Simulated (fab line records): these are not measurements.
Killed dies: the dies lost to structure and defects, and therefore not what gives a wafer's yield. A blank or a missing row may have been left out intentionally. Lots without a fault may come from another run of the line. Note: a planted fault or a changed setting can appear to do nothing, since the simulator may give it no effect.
Comparing a struck lot with a sound one / flow n5 finfet / 36 out of 1938 route steps
Sound: these wafers, L398.1, L398.3, L398.5. Struck: wafers L388.2, L388.4, L388.6. The cause comes at the end.
Order at every step that has rows: each side's tool, ch and its chambers, its first start. Under that, the readings that differ: sound wafers / struck wafers / difference of the means / sigmas: that difference in standard deviations of wafers without a fault.
alike: a reading whose means differ by less than 2 such deviations, as well as words and numbers matching on both sides. not compared: withheld readings; readings where some wafer has no value; bounds like >300 that might hide an equal value; numbers whose values overlap and for which the record gives no deviation.
The two part at a step that has a row with sigmas, a row that says differs or no value, or rows on one side only. Numbers that don't overlap but have no deviation are shown without sigmas and don't part them. A reading that every wafer of one side lacks parts them only if that side has two wafers or more.

first, 9 steps without rows for these wafers: N5_BEOL_M4_ANNEAL_95 (time 240 s); N5_BEOL_M4_SPUTTER_96 (material Cu, target thk 4.5 nm, time 8.29 s); N5_BEOL_M4_ECD_50 (material Cu, target thk 300 nm); N5_BEOL_M4_ANNEAL_51 (time 90 s); N5_BEOL_M4_CMP_52 (polishes, stops on SiOC, t overpolish 6.8 s, target thk 40 nm); N5_BEOL_M4_PRE_CLEAN_60 (time 15 s); N5_BEOL_M4_CO_CAP_55 (material Co, precursor CCTBA/H2, target thk 2 nm, time 102.1 s); N5_BEOL_M4_PRE_CLEAN_56 (time 15 s); N5_BEOL_M4_DEP_57 (deposits SiCN from 3MS/NH3, target thk 8 nm, time 14 s).
N5_BEOL_M4_RC_MEAS_101:
  sound on prober-02 ch 0, day 13 22:58; struck on prober-01 ch 0, day 11 09:19
  alike: DIBL_N, DIBL_P, IOFF_N, IOFF_P, ION_N, ION_P, SS_N, SS_P, VT_N, VT_P
then, 24 steps without rows for these wafers: N5_BEOL_M5_ILD_DEP_00 (deposits SiCOH lowk from DEMS/porogen, target thk 140.64 nm, time 25.9 s); N5_BEOL_M5_CURE_79 (cures SiCOH lowk, time 240 s); N5_BEOL_M5_PECVD_70 (deposits SiO2 from TEOS/O2, target thk 16 nm, time 18 s); N5_BEOL_M5_HM_DEP_02 (deposits TiN, target thk 20 nm); N5_BEOL_M5_COAT_59 (time 60 s, resist thk 60 nm); N5_BEOL_M5_COAT_60 (time 60 s, resist thk 12 nm); N5_BEOL_M5_COAT_71 (time 60 s, resist thk 5 nm); N5_BEOL_M5_COAT_05 (resist thk 30 nm); N5_BEOL_M5_EBR_07; N5_BEOL_M5_SOFTBAKE_06 (time 60 s); N5_BEOL_M5_EXPOSE_08 (exposes mask M5, target cd 28 nm); N5_BEOL_M5_PEB_09 (peb time 60 s); N5_BEOL_M5_DEVELOP_10 (develop time 30 s); N5_BEOL_M5_DESCUM_16 (chemistry O2, time 7 s); N5_BEOL_M5_ETCH_72 (etches underlayer in N2/H2, target depth 6.5 nm, time 5.2 s); N5_BEOL_M5_ETCH_61 (etches SiARC in CF4, target depth 15.6 nm, time 26 s); N5_BEOL_M5_ETCH_62 (etches SOC in N2/H2, target depth 75 nm, overetch 15 nm, time 112.5 s); N5_BEOL_M5_STRIP_63 (strips in N2/H2); N5_BEOL_M5_STRIP_73 (strips in N2/H2); N5_BEOL_M5_STRIP_64 (strips in CF4); N5_BEOL_M5_HM_OPEN_17 (chemistry Cl2/BCl3, target TiN, target depth 20 nm, overetch 6 nm); N5_BEOL_M5_STRIP_19 (strips in O2); N5_BEOL_M5_COAT_65 (time 60 s, resist thk 60 nm); N5_BEOL_M5_COAT_66 (time 60 s, resist thk 12 nm).
-- a jump in the record: the struck wafers' starts before and after are 5 days apart (it breaks off in module BEOL_M5 and resumes in module PASSIVATION, where the first step shown is number 1915 of the route) --
N5_PASSIVATION_PECVD_53: deposits SiO2 from TEOS/O2, target thk 800 nm, time 169.4 s.
  sound on pecvd-02 ch 0,1,2, day 18 06:04; struck on pecvd-02 ch 0,2, day 15 22:06
  no value came back on the struck wafers for chamber pressure Torr (Torr), run length s (s); on the sound wafers chamber pressure Torr (Torr) reads 6.501 6.481 6.476
N5_PASSIVATION_PROBE_49:
  sound: prober-02 at day 18 10:46; struck: prober-02 at day 16 01:58
reading=defect limited yield (%); sound=89.9 89.2 91.0; struck=0 0 0; difference=-90; sigmas=-69
reading=killed_at_M0_to_M3; sound=32 46 49; struck=8 7 7; difference=-35; sigmas=-4
reading=killed_at_M4_up; sound=16 6 15; struck=1 3 2; difference=-10; sigmas=-3
reading=killed at front end; sound=62 64 34; struck=5 12 6; difference=-46; sigmas=-4
reading=killed at other; sound=1 2 0; struck=1165 1157 1160; difference=+1160; sigmas=+99 or more
reading=killed dies; sound=119 127 106; struck=1180 1180 1180; difference=+1063; sigmas=+71
reading=killed on rim; sound=18 18 11; struck=152 152 152; difference=+136; sigmas=+34
reading=killed open; sound=83 94 76; struck=12 13 12; difference=-72; sigmas=-7
reading=killed short; sound=36 33 29; struck=4 10 8; difference=-25; sigmas=-3
reading=sort_bin_5_function (%); sound=6.0 6.3 5.8; struck=75.8 73.9 74.6; difference=+68.7; sigmas=+77
reading=sort n pass; sound=1061 1053 1074; struck=0 0 0; difference=-1063; sigmas=-71
reading=sort yield pct (%); sound=89.9 89.2 91.0; struck=0 0 0; difference=-90; sigmas=-69
  alike: killed at contacts, sort_bin_6_memory

## WHERE THEY PART
At N5_PASSIVATION_PECVD_53 first; at N5_PASSIVATION_PROBE_49 last (within this record only).

WHY: what had been put in by the simulator
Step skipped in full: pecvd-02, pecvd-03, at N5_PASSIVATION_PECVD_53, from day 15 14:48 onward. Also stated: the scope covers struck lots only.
